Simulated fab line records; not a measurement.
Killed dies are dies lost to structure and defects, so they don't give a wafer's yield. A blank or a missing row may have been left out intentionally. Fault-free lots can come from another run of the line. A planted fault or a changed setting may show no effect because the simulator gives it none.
Chamber matching / flow n5-finfet / 3 sister chambers for N5_BEOL_M0_PRE_CLEAN_131 on cvd-co-02
The step time 15 s. 51 wafers are shown with their chamber, then 12 later ones without.

## WAFERS WITH THEIR CHAMBER
wafer=L074.1; chamber=2; heater-power-w (W)=84
wafer=L074.4; chamber=1; heater-power-w (W)=77
wafer=L074.6; chamber=0; heater-power-w (W)=75
wafer=L075.1; chamber=0; heater-power-w (W)=74
wafer=L075.4; chamber=2; heater-power-w (W)=83
wafer=L075.6; chamber=1; heater-power-w (W)=75
wafer=L076.2; chamber=1; heater-power-w (W)=77
wafer=L076.3; chamber=2; heater-power-w (W)=82
wafer=L076.4; chamber=2; heater-power-w (W)=85
wafer=L077.2; chamber=2; heater-power-w (W)=84
wafer=L077.3; chamber=1; heater-power-w (W)=76
wafer=L077.5; chamber=2; heater-power-w (W)=84
wafer=L078.1; chamber=0; heater-power-w (W)=73
wafer=L078.2; chamber=1; heater-power-w (W)=77
wafer=L078.3; chamber=2; heater-power-w (W)=83
wafer=L078.4; chamber=2; heater-power-w (W)=84
wafer=L078.5; chamber=1; heater-power-w (W)=77
wafer=L078.6; chamber=0; heater-power-w (W)=74
wafer=L080.1; chamber=0; heater-power-w (W)=76
wafer=L080.2; chamber=1; heater-power-w (W)=76
wafer=L080.3; chamber=2; heater-power-w (W)=85
wafer=L080.4; chamber=1; heater-power-w (W)=78
wafer=L080.5; chamber=0; heater-power-w (W)=75
wafer=L080.6; chamber=2; heater-power-w (W)=85
wafer=L081.2; chamber=1; heater-power-w (W)=78
wafer=L081.3; chamber=2; heater-power-w (W)=84
wafer=L081.4; chamber=2; heater-power-w (W)=84
wafer=L083.1; chamber=2; heater-power-w (W)=84
wafer=L083.5; chamber=2; heater-power-w (W)=87
wafer=L083.6; chamber=1; heater-power-w (W)=77
wafer=L086.1; chamber=1; heater-power-w (W)=78
wafer=L086.2; chamber=2; heater-power-w (W)=85
wafer=L086.3; chamber=0; heater-power-w (W)=75
wafer=L086.4; chamber=0; heater-power-w (W)=74
wafer=L086.5; chamber=2; heater-power-w (W)=84
wafer=L086.6; chamber=1; heater-power-w (W)=78
wafer=L088.3; chamber=0; heater-power-w (W)=73
wafer=L088.4; chamber=2; heater-power-w (W)=85
wafer=L088.5; chamber=0; heater-power-w (W)=75
wafer=L089.1; chamber=1; heater-power-w (W)=77
wafer=L089.2; chamber=2; heater-power-w (W)=84
wafer=L089.6; chamber=2; heater-power-w (W)=82
wafer=L090.1; chamber=0; heater-power-w (W)=75
wafer=L090.4; chamber=2; heater-power-w (W)=82
wafer=L090.5; chamber=0; heater-power-w (W)=75
wafer=L092.1; chamber=1; heater-power-w (W)=76
wafer=L092.2; chamber=0; heater-power-w (W)=74
wafer=L092.3; chamber=2; heater-power-w (W)=85
wafer=L092.4; chamber=1; heater-power-w (W)=77
wafer=L092.5; chamber=2; heater-power-w (W)=89
wafer=L092.6; chamber=0; heater-power-w (W)=76

SIGNATURES, as means of the wafers listed above
reading=heater-power-w; chamber 0=74.57; chamber 1=76.93; chamber 2=84.27; scatter within a chamber=1.25
Rule: for each reading, subtract the chamber's mean from the wafer's reading, divide by that reading's scatter and square the result; add these up over the readings and take the root, which gives the wafer's distance from the chamber. If the next closest chamber is less than 2 further off than the closest, the wafer can't be placed; otherwise it belongs to the closest. The scatter: take each reading less its chamber's mean, square it, sum over the shown wafers, divide by the number of wafers less the number of chambers, and take the root.

## WAFERS WITHOUT THEIR CHAMBER
wafer=L093.3; heater-power-w (W)=75
wafer=L093.4; heater-power-w (W)=86
wafer=L093.6; heater-power-w (W)=76
wafer=L094.1; heater-power-w (W)=75
wafer=L094.4; heater-power-w (W)=77
wafer=L094.5; heater-power-w (W)=76
wafer=L095.1; heater-power-w (W)=77
wafer=L095.4; heater-power-w (W)=75
wafer=L095.6; heater-power-w (W)=84
wafer=L097.1; heater-power-w (W)=76
wafer=L097.2; heater-power-w (W)=77
wafer=L097.5; heater-power-w (W)=77

## WHICH CHAMBER EACH WENT THROUGH
wafer=L093.3; from the rows above=can't be placed: 0 or 1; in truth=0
wafer=L093.4; from the rows above=2; in truth=2
wafer=L093.6; from the rows above=can't be placed: 1 or 0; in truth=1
wafer=L094.1; from the rows above=can't be placed: 0 or 1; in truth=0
wafer=L094.4; from the rows above=can't be placed: 1 or 0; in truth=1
wafer=L094.5; from the rows above=can't be placed: 1 or 0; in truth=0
wafer=L095.1; from the rows above=can't be placed: 1 or 0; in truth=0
wafer=L095.4; from the rows above=can't be placed: 0 or 1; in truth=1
wafer=L095.6; from the rows above=2; in truth=2
wafer=L097.1; from the rows above=can't be placed: 1 or 0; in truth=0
wafer=L097.2; from the rows above=can't be placed: 1 or 0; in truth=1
wafer=L097.5; from the rows above=can't be placed: 1 or 0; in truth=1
2 of 12 placed correctly. Not placeable from these rows: 10 (in 10, the candidates include the true chamber). Placed wrongly: 0.
